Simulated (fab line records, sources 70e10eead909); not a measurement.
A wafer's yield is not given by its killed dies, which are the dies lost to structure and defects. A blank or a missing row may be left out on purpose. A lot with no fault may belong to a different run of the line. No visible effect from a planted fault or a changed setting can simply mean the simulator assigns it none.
The tool behind it: which one? ; flow nand harc ; 13 lots with 39 wafers sampled at 5 steps, on a route of 1302 steps

== WHAT THE GAUGES SHOWED, per wafer ==
NHARC_END_SORT_01. Usual: killed at array 46, standard deviation 15; killed at other 0.8, standard deviation 1.1; killed at periphery 4.0, standard deviation 2.9; killed dies 50, standard deviation 15; killed open 3.2, standard deviation 1.8; killed short 2.3, standard deviation 1.6.
lot;measured;on;killed at array;killed at other;killed at periphery;killed dies;killed open;killed short;flag
L343;day 30 17:22;prober-01;138 171 170;0 1 0;3 0 4;141 172 174;0 4 3;5 3 2;OFF
L345;day 31 21:11;prober-01;154 104 105;0 0 0;3 1 4;157 105 109;3 1 1;3 3 2;OFF

== WHAT TOOL EACH LOT RAN ON (gives the tool, then ch and the chambers of the sampled wafers, and finally the start) ==
lot;NHARC_A_STAIRCASE_ETCH_194;NHARC_THIN_TSV_DESCUM_14;NHARC_THIN_TSV_PRE_CLEAN_50;NHARC_THIN_TSV_PVD_51
L329;rie diel-10 ch 2,3, day 16 04:07;rie diel-02 ch 2,3, day 23 22:04;pvd sputter-01, no start;pvd sputter-01, no start
L330;rie diel-01 ch 0,2,3, day 16 04:11;rie diel-13 ch 0,2,3, day 23 23:25;pvd sputter-02, no start;pvd sputter-02, no start
L331;rie diel-05 ch 0,1,2, day 16 16:55;rie diel-09 ch 0,1,3, day 24 19:04;pvd sputter-01, no start;pvd sputter-01, no start
L332;rie diel-10 ch 0,1,3, day 16 23:52;rie diel-13 ch 1,2,3, day 24 17:54;pvd sputter-02, no start;pvd sputter-02, no start
L333;rie diel-05 ch 1,2,3, day 17 15:53;rie diel-09 ch 0,1,3, day 25 02:25;pvd sputter-02, no start;pvd sputter-02, no start
L334;rie diel-10 ch 0,3, day 17 16:13;rie diel-13 ch 0,2,3, day 25 10:41;pvd sputter-03, no start;pvd sputter-03, no start
L335;rie diel-10 ch 1,2,3, day 18 08:43;rie diel-13 ch 0,3, day 26 09:10;pvd sputter-03, no start;pvd sputter-03, no start
L343;rie diel-10 ch 0,1,2, day 22 02:32;rie diel-09 ch 0,1,2, day 30 02:29;pvd sputter-02, day 30 17:22 or earlier;pvd sputter-02, day 30 17:22 or earlier
L346;rie diel-05 ch 0,1,2, day 22 23:35;rie diel-09 ch 0,1,2, day 30 09:35;pvd sputter-02, no start;pvd sputter-02, no start
L345;rie diel-10 ch 1,3, day 22 23:54;rie diel-09 ch 0,2, day 31 06:28;pvd sputter-01, day 31 21:11 or earlier;pvd sputter-01, day 31 21:11 or earlier
L347;rie diel-05 ch 0,2,3, day 23 14:49;rie diel-09 ch 0,1,2, day 32 03:46;pvd sputter-02, no start;pvd sputter-02, no start
L350;rie diel-05 ch 1,2,3, day 24 06:38;rie diel-09 ch 0,2,3, day 32 02:44;pvd sputter-02, no start;pvd sputter-02, no start
L351;rie diel-05 ch 0,2, day 24 13:08;rie diel-02 ch 1,2, day 32 14:23;pvd sputter-02, no start;pvd sputter-02, no start
- NHARC_A_STAIRCASE_ETCH_194: etches the open film in C4F8/O2, target depth 100 nm, time 40.5 s.
- NHARC_THIN_TSV_DESCUM_14: chemistry O2, time 3 s.
- NHARC_THIN_TSV_PRE_CLEAN_50: time 30 s.
- NHARC_THIN_TSV_PVD_51: deposits Cu, target thk 100 nm.

== AS READ BY THE TOOLS THEMSELVES (means over the sampled wafers that have a number; for cases with no such wafer, the mark the record gives instead) ==
NHARC_A_STAIRCASE_ETCH_194. Usual: oes product au 0.943 a.u., standard deviation 0.0091; rf vpp V 896 V, standard deviation 4.8.
lot;tool;oes product au (a.u.);rf vpp V (V);flag
L329;rie diel-10;0.933;896;
L330;rie diel-01;0.929;898;
L331;rie diel-05;0.952;897;
L332;rie diel-10;0.939;897;
L333;rie diel-05;0.940;894;
L334;rie diel-10;0.941;896;
L335;rie diel-10;0.942;898;
L343;rie diel-10;0.950;900;
L346;rie diel-05;0.945;895;
L345;rie diel-10;0.943;893;
L347;rie diel-05;0.936;897;
L350;rie diel-05;0.948;893;
L351;rie diel-05;0.943;898;

NHARC_THIN_TSV_DESCUM_14. Usual: drypump motor current A 5.7 A, standard deviation 0.44; oes product au 1.002 a.u., standard deviation 0.0077; rf vpp V 57.6 V, standard deviation 0.82; showerhead plenum p Torr 1.86 Torr, standard deviation 0.079; throttle valve pct 11.311 %, standard deviation 0.0098.
lot;tool;drypump motor current A (A);oes product au (a.u.);rf vpp V (V);showerhead plenum p Torr (Torr);throttle valve pct (%);flag
L329;rie diel-02;5.4;0.996;57.9;1.96;11.299;
L330;rie diel-13;5.7;0.999;57.6;1.83;11.312;
L331;rie diel-09;5.9;0.991;58.1;1.81;11.320;
L332;rie diel-13;5.3;1.006;57.7;1.86;11.304;
L333;rie diel-09;6.0;1.000;58.5;1.81;11.309;
L334;rie diel-13;5.7;1.001;57.2;1.83;11.309;
L335;rie diel-13;6.0;1.002;58.0;1.81;11.312;
L343;rie diel-09;5.7;1.003;57.3;1.80;11.315;
L346;rie diel-09;5.8;1.004;57.0;1.80;11.311;
L345;rie diel-09;5.7;1.005;56.6;1.78;11.301;
L347;rie diel-09;5.8;1.004;58.1;1.80;11.314;
L350;rie diel-09;6.0;1.005;57.1;1.79;11.306;
L351;rie diel-02;5.5;0.990;58.1;2.03;11.304;

NHARC_THIN_TSV_PRE_CLEAN_50. Usual: 394 W for heater power w, sd 41.
lot;tool;heater power w (W);flag
L329;pvd sputter-01;402;
L330;pvd sputter-02;431;
L331;pvd sputter-01;403;
L332;pvd sputter-02;363;
L333;pvd sputter-02;414;
L334;pvd sputter-03;357;
L335;pvd sputter-03;405;
L343;pvd sputter-02;396;
L346;pvd sputter-02;377;
L345;pvd sputter-01;411;
L347;pvd sputter-02;410;
L350;pvd sputter-02;356;
L351;pvd sputter-02;352;

NHARC_THIN_TSV_PVD_51. Usual: 30.2 % for throttle valve pct, sd 1.3.
lot;tool;throttle valve pct (%);flag
L329;pvd sputter-01;30.3;
L330;pvd sputter-02;31.1;
L331;pvd sputter-01;28.6;
L332;pvd sputter-02;31.4;
L333;pvd sputter-02;31.5;
L334;pvd sputter-03;28.8;
L335;pvd sputter-03;29.4;
L343;pvd sputter-02;31.1;
L346;pvd sputter-02;30.5;
L345;pvd sputter-01;29.7;
L347;pvd sputter-02;30.7;
L350;pvd sputter-02;31.8;
L351;pvd sputter-02;30.9;

== THE ANSWER, worked out from the rows above alone ==
Rule: lot off if the mean of its wafers having a number is beyond 3 standard deviations from the usual mean. Also off: a lot with no number at a reading for which 4 or more lots have one. The other lots that the step has rows for count as sound. After the gauges, taken in route order, come the tools' own readings; for these a lot's mean is taken, as printed above. The first step at which some lot is off is used, and at that step the reading that is off furthest; a lot without a number counts as furthest.
Off: L343, L345, at NHARC_END_SORT_01 (killed at array). Neither off nor sound, because the step has no rows for them: L329, L330, L331, L332, L333, L334, L335, L346, L347, L350, L351.
A tool fits if, at a process step before that reading, it ran every lot that is off, and no sound lot after the first of them. The gauges at NHARC_END_SORT_01 are tried like those tools. With no start given for some of its lots, NHARC_THIN_TSV_PRE_CLEAN_50 uses the hours and lot order of NHARC_END_SORT_01. With no start given for some of its lots, NHARC_THIN_TSV_PVD_51 uses the hours and lot order of NHARC_END_SORT_01. Can't be told from this: 3 tools fit, rie diel-10 at NHARC_A_STAIRCASE_ETCH_194, rie diel-09 at NHARC_THIN_TSV_DESCUM_14, prober-01 at NHARC_END_SORT_01.

== WHAT THE SIMULATOR PUT IN ==
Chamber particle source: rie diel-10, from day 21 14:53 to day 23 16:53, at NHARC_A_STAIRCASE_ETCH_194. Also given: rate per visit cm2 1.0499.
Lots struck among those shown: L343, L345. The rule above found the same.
